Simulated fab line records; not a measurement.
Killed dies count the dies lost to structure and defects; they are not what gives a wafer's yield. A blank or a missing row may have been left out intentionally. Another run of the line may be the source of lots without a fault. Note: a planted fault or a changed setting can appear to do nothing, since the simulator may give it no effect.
Matching of chambers || flow n5Finfet || 3 sister chambers for N5_BEOL_M11_DEP_56 on pecvd-01
The step deposits SiCN from 3MS/NH3, target thk 30 nm, time 10.5 s. 20 wafers are shown with their chamber, then 10 later ones without.

== WAFERS WITH THEIR CHAMBER ==
{"wafer": "L074.2", "chamber": 2, "throttleValvePct (%)": 18.0, "showerheadPlenumPTorr (Torr)": 4.140}
{"wafer": "L074.4", "chamber": 2, "throttleValvePct (%)": 17.8, "showerheadPlenumPTorr (Torr)": 4.118}
{"wafer": "L074.5", "chamber": 2, "throttleValvePct (%)": 17.8, "showerheadPlenumPTorr (Torr)": 4.119}
{"wafer": "L077.2", "chamber": 1, "throttleValvePct (%)": 19.7, "showerheadPlenumPTorr (Torr)": 4.097}
{"wafer": "L077.3", "chamber": 1, "throttleValvePct (%)": 20.3, "showerheadPlenumPTorr (Torr)": 4.099}
{"wafer": "L077.6", "chamber": 1, "throttleValvePct (%)": 19.8, "showerheadPlenumPTorr (Torr)": 4.092}
{"wafer": "L078.2", "chamber": 1, "throttleValvePct (%)": 20.3, "showerheadPlenumPTorr (Torr)": 4.097}
{"wafer": "L078.3", "chamber": 2, "throttleValvePct (%)": 17.7, "showerheadPlenumPTorr (Torr)": 4.140}
{"wafer": "L078.5", "chamber": 1, "throttleValvePct (%)": 20.1, "showerheadPlenumPTorr (Torr)": 4.106}
{"wafer": "L079.1", "chamber": 1, "throttleValvePct (%)": 19.9, "showerheadPlenumPTorr (Torr)": 4.103}
{"wafer": "L079.4", "chamber": 1, "throttleValvePct (%)": 20.2, "showerheadPlenumPTorr (Torr)": 4.097}
{"wafer": "L079.6", "chamber": 0, "throttleValvePct (%)": 17.7, "showerheadPlenumPTorr (Torr)": 4.140}
{"wafer": "L076.1", "chamber": 1, "throttleValvePct (%)": 20.0, "showerheadPlenumPTorr (Torr)": 4.102}
{"wafer": "L076.2", "chamber": 0, "throttleValvePct (%)": 17.5, "showerheadPlenumPTorr (Torr)": 4.141}
{"wafer": "L076.3", "chamber": 2, "throttleValvePct (%)": 17.7, "showerheadPlenumPTorr (Torr)": 4.129}
{"wafer": "L081.2", "chamber": 1, "throttleValvePct (%)": 19.9, "showerheadPlenumPTorr (Torr)": 4.099}
{"wafer": "L081.3", "chamber": 0, "throttleValvePct (%)": 17.8, "showerheadPlenumPTorr (Torr)": 4.140}
{"wafer": "L081.4", "chamber": 2, "throttleValvePct (%)": 17.8, "showerheadPlenumPTorr (Torr)": 4.138}
{"wafer": "L080.2", "chamber": 2, "throttleValvePct (%)": 17.8, "showerheadPlenumPTorr (Torr)": 4.139}
{"wafer": "L080.3", "chamber": 0, "throttleValvePct (%)": 17.9, "showerheadPlenumPTorr (Torr)": 4.144}

SIGNATURES, as means of the wafers listed above
{"reading": "throttleValvePct", "chamber 0": 17.725, "chamber 1": 20.022, "chamber 2": 17.800, "scatter within a chamber": 0.175}
{"reading": "showerheadPlenumPTorr", "chamber 0": 4.14125, "chamber 1": 4.09911, "chamber 2": 4.13186, "scatter within a chamber": 0.00656}
Rule: a wafer lies at a distance from a chamber equal to the root of the sum of squares, over the readings, of (its reading less the chamber's mean, divided by the reading's scatter). The wafer belongs to the nearest chamber; if the next one is less than 2 further off, it can't be placed. The scatter: take each reading less its chamber's mean, square it, sum over the shown wafers, divide by the number of wafers less the number of chambers, and take the root.

== WAFERS WITH NO CHAMBER GIVEN ==
{"wafer": "L080.6", "throttleValvePct (%)": 20.1, "showerheadPlenumPTorr (Torr)": 4.098}
{"wafer": "L082.1", "throttleValvePct (%)": 17.8, "showerheadPlenumPTorr (Torr)": 4.132}
{"wafer": "L082.2", "throttleValvePct (%)": 17.6, "showerheadPlenumPTorr (Torr)": 4.143}
{"wafer": "L082.4", "throttleValvePct (%)": 17.8, "showerheadPlenumPTorr (Torr)": 4.133}
{"wafer": "L085.4", "throttleValvePct (%)": 17.9, "showerheadPlenumPTorr (Torr)": 4.133}
{"wafer": "L085.5", "throttleValvePct (%)": 19.7, "showerheadPlenumPTorr (Torr)": 4.094}
{"wafer": "L085.6", "throttleValvePct (%)": 18.2, "showerheadPlenumPTorr (Torr)": 4.147}
{"wafer": "L088.1", "throttleValvePct (%)": 18.2, "showerheadPlenumPTorr (Torr)": 4.135}
{"wafer": "L088.2", "throttleValvePct (%)": 19.9, "showerheadPlenumPTorr (Torr)": 4.095}
{"wafer": "L088.6", "throttleValvePct (%)": 17.7, "showerheadPlenumPTorr (Torr)": 4.136}

== CHAMBER TAKEN BY EACH ==
{"wafer": "L080.6", "from the rows above": 1, "in truth": 1}
{"wafer": "L082.1", "from the rows above": "can't be placed: 2 or 0", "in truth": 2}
{"wafer": "L082.2", "from the rows above": "can't be placed: 0 or 2", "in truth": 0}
{"wafer": "L082.4", "from the rows above": "can't be placed: 2 or 0", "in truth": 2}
{"wafer": "L085.4", "from the rows above": "can't be placed: 2 or 0", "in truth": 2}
{"wafer": "L085.5", "from the rows above": 1, "in truth": 1}
{"wafer": "L085.6", "from the rows above": "can't be placed: 0 or 2", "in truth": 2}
{"wafer": "L088.1", "from the rows above": "can't be placed: 2 or 0", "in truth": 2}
{"wafer": "L088.2", "from the rows above": 1, "in truth": 1}
{"wafer": "L088.6", "from the rows above": "can't be placed: 0 or 2", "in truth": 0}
Correctly placed: 3 of 10. Unplaceable from these rows: 7, with the true chamber sitting among the candidates in 7. Number placed wrongly: 0.
